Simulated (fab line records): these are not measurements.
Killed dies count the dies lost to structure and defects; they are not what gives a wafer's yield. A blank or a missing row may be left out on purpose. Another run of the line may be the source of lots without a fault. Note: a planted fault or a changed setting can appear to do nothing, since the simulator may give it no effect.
A struck lot beside a sound one + flow n5-finfet + 35 steps out of a route of 1938
Sound: the wafers L385.2, L385.3, L385.4. Wafers struck: L380.1, L380.4, L380.6. The cause comes at the end.
Per side, at each step with rows, come the tool, then ch with its chambers, and then its first start. Under that, the readings that differ: sound wafers + struck wafers + difference of the means + sigmas: that difference in standard deviations of wafers without a fault.
alike: a reading whose means differ by less than 2 such deviations, as well as words and numbers matching on both sides. not compared: withheld readings; readings where some wafer has no value; bounds like >300 that might hide an equal value; numbers whose values overlap and for which the record gives no deviation.
A row with sigmas, a row that says differs or no value, or rows on one side alone: a step with any of these is where the two part. Numbers that don't overlap but have no deviation are shown without sigmas and don't part them. A reading that every wafer of one side lacks parts them only if that side has two wafers or more.

first, 9 steps without rows for these wafers: N5_BEOL_M10_COAT_63 (time 60 s, resist thk 100 nm); N5_BEOL_M10_COAT_64 (time 60 s, resist thk 30 nm); N5_BEOL_M10_COAT_22 (resist thk 90 nm); N5_BEOL_M10_EBR_24; N5_BEOL_M10_SOFTBAKE_23 (time 60 s); N5_BEOL_M10_EXPOSE_25 (exposes mask V9); N5_BEOL_M10_PEB_26 (peb time 60 s); N5_BEOL_M10_DEVELOP_27 (develop time 30 s); N5_BEOL_M10_DESCUM_33 (chemistry O2, time 7.9 s).
N5_BEOL_M10_ETCH_65: etches SiARC in CF4, target depth 39 nm, time 65 s.
  sound on rie-diel-02 ch 0,1,2, day 15 22:40; struck on rie-diel-06 ch 0,1,2, day 14 00:52
  alike: drypump-motor-current-A, etch-rf-on-time-s, oes-product-au, rf-vpp-V, showerhead-plenum-p-Torr, throttle-valve-pct
  not compared: rf-hours-counter-h
then, 24 steps without rows for these wafers: N5_BEOL_M10_ETCH_66 (etches SOC in N2/H2, target depth 120 nm, overetch 24 nm, time 180 s); N5_BEOL_M10_STRIP_69 (strips in N2/H2); N5_BEOL_M10_VIA_ETCH_34 (etches SiCOH lowk in C4F6/O2, target depth 184.5 nm, time 69.2 s); N5_BEOL_M10_STRIP_73 (strips in C4F6/O2); N5_BEOL_M10_STRIP_36 (strips in N2/H2); N5_BEOL_M10_TRENCH_ETCH_37 (etches SiCOH lowk in C4F6/O2, target depth 148.83 nm, time 48 s); N5_BEOL_M10_ETCH_41 (etches SiCN in CH3F/O2, target depth 42.6 nm, time 86 s); N5_BEOL_M10_STRIP_77 (strips in N2/H2, time 10 s); N5_BEOL_M10_HM_STRIP_39 (strips TiN in peroxide tin strip, target depth 25 nm, time 158 s); N5_BEOL_M10_SRD_40 (time 30 s); N5_BEOL_M10_PRECLEAN_42 (cleans in residue remover, time 60 s); N5_BEOL_M10_SRD_43 (time 30 s); N5_BEOL_M10_CURE_72 (cures SiCOH lowk, time 120 s); N5_BEOL_M10_DEGAS_44 (time 60 s); N5_BEOL_M10_PRE_CLEAN_45 (time 30 s); N5_BEOL_M10_ALD_74 (deposits TaN, target thk 2 nm, pulse time 2 s, purge time 3 s); N5_BEOL_M10_SURFACE_TREAT_76; N5_BEOL_M10_CVD_75 (deposits Co from CCTBA/H2, target thk 2 nm, time 138.9 s); N5_BEOL_M10_SPUTTER_48 (material Cu, target thk 12 nm, time 2 s); N5_BEOL_M10_ECD_50 (material Cu, target thk 318 nm); N5_BEOL_M10_ANNEAL_51 (time 90 s); N5_BEOL_M10_CMP_52 (polishes, stops on SiCOH lowk, t overpolish 7 s, target thk 140 nm); N5_BEOL_M10_PRE_CLEAN_55 (time 15 s); N5_BEOL_M10_DEP_56 (deposits SiCN from 3MS/NH3, target thk 15 nm, time 26.5 s).
-- the record jumps here: 2 days lie between the struck wafers' starts before and after (it left off in module BEOL_M10 and takes up again in module PASSIVATION, whose first step shown is number 1936 of the route) --
N5_PASSIVATION_PROBE_49:
  record: rows for the struck wafers here (prober-01, day 16 00:55), none for the sound ones

== WHERE THEY PART ==
Only at N5_PASSIVATION_PROBE_49, as far as this record shows.

WHY: what the simulator had put in
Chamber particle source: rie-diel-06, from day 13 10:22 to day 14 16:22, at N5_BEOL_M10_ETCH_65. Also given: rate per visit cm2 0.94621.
